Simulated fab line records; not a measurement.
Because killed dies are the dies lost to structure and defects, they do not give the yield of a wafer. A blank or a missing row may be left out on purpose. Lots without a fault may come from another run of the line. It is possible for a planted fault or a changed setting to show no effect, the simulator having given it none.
A lot that was struck, set against a sound lot | flow nand harc | 14 steps out of a route of 1159
Sound: these wafers, L773.2, L773.3, L773.5. Struck: wafer L777.4. (L777.1, L777.5 of the same lot were not struck and are left out.) The cause comes at the end.
Order at every step that has rows: each side's tool, ch and its chambers, its first start. Under that, the readings that differ: sound wafers | struck wafers | difference of the means | sigmas: that difference in standard deviations of wafers without a fault.
alike: words and numbers the same on both sides, and readings whose means are apart by under 2 such deviations; not compared: readings that were withheld, readings missing a value for some wafer, numbers with overlapping values and no deviation given by the record, and bounds like >300 which may hide the same value.
Wherever a step has rows on one side only, a row that says differs or no value, or a row with sigmas, the two part there. When numbers do not overlap yet have no deviation, they are printed without sigmas and do not part them. A reading that every wafer of one side lacks parts them only if that side has two wafers or more.

NHARC_A_SOURCE_PLATE_THK_MEAS_09: measures by ellipsometry.
  struck on film metro-01, day 8 19:14; sound on film metro-02, day 7 20:50
  alike: thk nm
then, 3 steps without rows for these wafers: NHARC_A_SOURCE_PLATE_PVD_04 (deposits WSi2, target thk 50 nm); NHARC_A_SOURCE_PLATE_CVD_03 (deposits poly-Si, target thk 200 nm, time 4000 s); NHARC_A_SOURCE_PLATE_ANNEAL_05 (time 1800 s).
NHARC_A_SOURCE_PLATE_THK_MEAS_06: measures by ellipsometry.
  struck on film metro-02, day 9 09:04; sound on film metro-01, day 8 10:26
  alike: thk nm
NHARC_A_SOURCE_PLATE_INSPECT_08:
  struck on defect inspect-02, day 9 09:08; sound on defect inspect-02, day 8 10:30
  alike: raw defect count
then, no rows for these wafers at 1 step: NHARC_A_ONON_D1_DEP_00 (target thk 1000 nm).
NHARC_A_ONON_D1_THK_MEAS_02: measures by ellipsometry.
  struck on film metro-01, day 9 09:43; sound on film metro-01, day 8 11:05
  reading     | sound          | struck | difference | sigmas
  thk nm (nm) | 1001 1001 1002 | 1024   | +23        | +2
then, no rows for these wafers at 1 step: NHARC_A_ONON_D1_DEP_03 (target thk 1000 nm).
NHARC_A_ONON_D1_THK_MEAS_05: measures by ellipsometry.
  struck on film metro-02, day 9 10:17; sound on film metro-02, day 8 11:39
  alike: thk nm
NHARC_A_ONON_D1_DEP_06: target thk 1000 nm.
  sound on pecvd onon-04 ch 0, day 8 11:46; struck on pecvd onon-04 ch 0, day 9 10:20
NHARC_A_ONON_D1_THK_MEAS_08: measures by ellipsometry.
  struck on film metro-02, day 9 10:51; sound on film metro-02, day 8 12:13
  reading     | sound       | struck | difference | sigmas
  thk nm (nm) | 994 992 993 | 1837   | +844       | +91
then, no rows for these wafers at 1 step: NHARC_A_ONON_D1_DEP_09 (target thk 1000 nm).
-- break in the record here, with 12 days between the starts of the struck wafers on either side (left off in module A_ONON_D1, picked up again in module END, where the first step shown is number 1159 on the route) --
NHARC_END_SORT_01:
  here the record holds rows for the struck wafers (prober-02 ch 0, day 21 14:56) but none for the sound ones

WHERE THEY PART
Earliest at NHARC_A_ONON_D1_THK_MEAS_02; latest, in this record, at NHARC_END_SORT_01.

WHY: what had been put in by the simulator
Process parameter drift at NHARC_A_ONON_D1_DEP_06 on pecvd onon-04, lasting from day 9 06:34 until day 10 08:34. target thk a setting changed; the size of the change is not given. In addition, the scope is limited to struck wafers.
